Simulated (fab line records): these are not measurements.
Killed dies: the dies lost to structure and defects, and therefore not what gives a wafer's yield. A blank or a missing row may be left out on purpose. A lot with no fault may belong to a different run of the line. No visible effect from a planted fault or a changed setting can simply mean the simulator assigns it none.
A struck lot beside a sound one -- flow n5_finfet -- 16 out of 1938 route steps
Sound: wafers L778.1, L778.5, L778.6. Struck: wafer L765.1 (L765.5, L765.6, from the same lot, were not struck and are left out); the cause is given at the end.
For every step that has rows: the tool of each side, followed by ch and its chambers, followed by its first start. Under that, the readings that differ: sound wafers -- struck wafers -- difference of the means -- sigmas: that difference in standard deviations of wafers without a fault.
alike: readings with means less than 2 such deviations apart, plus words and numbers identical on both sides. not compared: withheld readings, readings lacking a value on some wafer, bounds such as >300 that could conceal the same value, and numbers that have no deviation in the record and whose values overlap.
A row with sigmas, a row that says differs or no value, or rows on one side alone: a step with any of these is where the two part. Numbers that don't overlap but have no deviation are shown without sigmas and don't part them. A reading that every wafer of one side lacks parts them only if that side has two wafers or more.

first, 1 step without rows for these wafers: N5_BEOL_M2_DEVELOP_27 (develop time 30 s).
N5_BEOL_M2_CD_MEAS_28: target cd 26.2 nm, target cd y 24.1 nm.
  sound on cd_sem-01 ch 0, day 11 23:07; struck on cd_sem-02 ch 0, day 8 11:18
  alike: cd_nm
N5_BEOL_M2_OVL_MEAS_29:
  sound on overlay-02 ch 0, day 11 23:08; struck on overlay-01 ch 0, day 8 11:20
  alike: V1_OVL
N5_BEOL_M2_INSPECT_30: inspects for defects (brightfield).
  sound: defect_inspect-02 at day 11 23:11; struck: defect_inspect-02 at day 8 11:23
  alike: raw_defect_count
N5_BEOL_M2_DESCUM_33: chemistry O2, time 7 s.
  sound on rie_diel-06 ch 2,3, day 11 23:14; struck on rie_diel-01 ch 0, day 8 11:25
reading,sound,struck,difference,sigmas
rf_vpp_V (V),243.0 241.2 242.6,245.4,+3.1,+3
showerhead_plenum_p_Torr (Torr),2.06 2.03 2.06,2.23,+0.18,+3
  alike: drypump_motor_current_A, oes_product_au, throttle_valve_pct
  not compared: rf_hours_counter_h
N5_BEOL_M2_ETCH_77: etches underlayer in N2/H2, target depth 6.5 nm, time 5.2 s.
  sound on rie_diel-06 ch 2,3, day 11 23:16; struck on rie_diel-01 ch 0, day 8 11:28
reading,sound,struck,difference,sigmas
rf_vpp_V (V),522.8 520.5 522.8,530.1,+8.1,+3
showerhead_plenum_p_Torr (Torr),2.50 2.48 2.50,2.70,+0.21,+3
  alike: drypump_motor_current_A, etch_rf_on_time_s, oes_product_au, throttle_valve_pct
  not compared: rf_hours_counter_h
then, 1 step without rows for these wafers: N5_BEOL_M2_ETCH_69 (etches SiARC in CF4, target depth 15.6 nm, time 26 s).
N5_BEOL_M2_ALD_98: deposits SiO2, target thk 2.5 nm, pulse time 1 s, co reactant pulse time 1 s.
  sound on ald_sin-01 ch 0,1,2, day 11 23:22; struck on ald_sin-01 ch 2, day 8 11:49
  alike: heater_power_w, precursor_pulse_height_rel
N5_BEOL_M2_ETCHBACK_99: etches SiO2 in CHF3, target depth 5 nm, time 10.4 s.
  sound on rie_diel-06 ch 0,1,3, day 12 08:18; struck on rie_diel-02 ch 3, day 8 18:26
reading,sound,struck,difference,sigmas
throttle_valve_pct (%),17.5 17.2 17.2,16.6,-0.7,-2
  alike: drypump_motor_current_A, oes_product_au, rf_vpp_V, showerhead_plenum_p_Torr
  not compared: rf_hours_counter_h
N5_BEOL_M2_ETCH_70: etches SOC in N2/H2, target depth 80 nm, overetch 24 nm, time 130 s.
  sound on rie_diel-06 ch 0,1,3, day 12 08:20; struck on rie_diel-02 ch 3, day 8 18:29
reading,sound,struck,difference,sigmas
throttle_valve_pct (%),18.20 17.91 18.09,17.48,-0.59,-3
  alike: drypump_motor_current_A, oes_product_au, rf_vpp_V, run_length_s, showerhead_plenum_p_Torr
  not compared: rf_hours_counter_h
then, 2 steps without rows for these wafers: N5_BEOL_M2_STRIP_71 (strips in N2/H2); N5_BEOL_M2_STRIP_78 (strips in N2/H2).
N5_BEOL_M2_VIA_ETCH_34: etches the open film in C4F6/O2, target depth 69.4 nm, time 65.9 s.
  sound on rie_diel-06 ch 0,1,3, day 12 08:26; struck on rie_diel-02 ch 3, day 8 18:35
reading,sound,struck,difference,sigmas
run_length_s (s),89.1 89.5 89.4,72.7,-16.6,-44
throttle_valve_pct (%),31.20 30.86 31.14,30.48,-0.59,-2
model.etch.depth_nm (nm),67.14 69.58 70.76,51.43,-17.73,
model.SOC_of_BEOL_M2_COAT_67.thk_nm (nm),52.6 52 52,53.6,+1.4,
  alike: drypump_motor_current_A, oes_product_au, rf_vpp_V, showerhead_plenum_p_Torr
  not compared: rf_hours_counter_h
then, 1 step without rows for these wafers: N5_BEOL_M2_STRIP_83 (strips in C4F6/O2).
N5_BEOL_M4_RC_MEAS_101:
  sound on prober-02 ch 0, day 13 16:31; struck on prober-01 ch 0, day 10 02:11
  alike: DIBL_N, DIBL_P, IOFF_N, IOFF_P, ION_N, ION_P, SS_N, SS_P, VT_N, VT_P
N5_PASSIVATION_PROBE_49:
  the record has rows for the sound wafers here (prober-01, day 17 23:18) and none for the struck ones

## WHERE THEY PART
First at N5_BEOL_M2_DESCUM_33; last, within this record, at N5_PASSIVATION_PROBE_49.

WHY: the cause the simulator had injected
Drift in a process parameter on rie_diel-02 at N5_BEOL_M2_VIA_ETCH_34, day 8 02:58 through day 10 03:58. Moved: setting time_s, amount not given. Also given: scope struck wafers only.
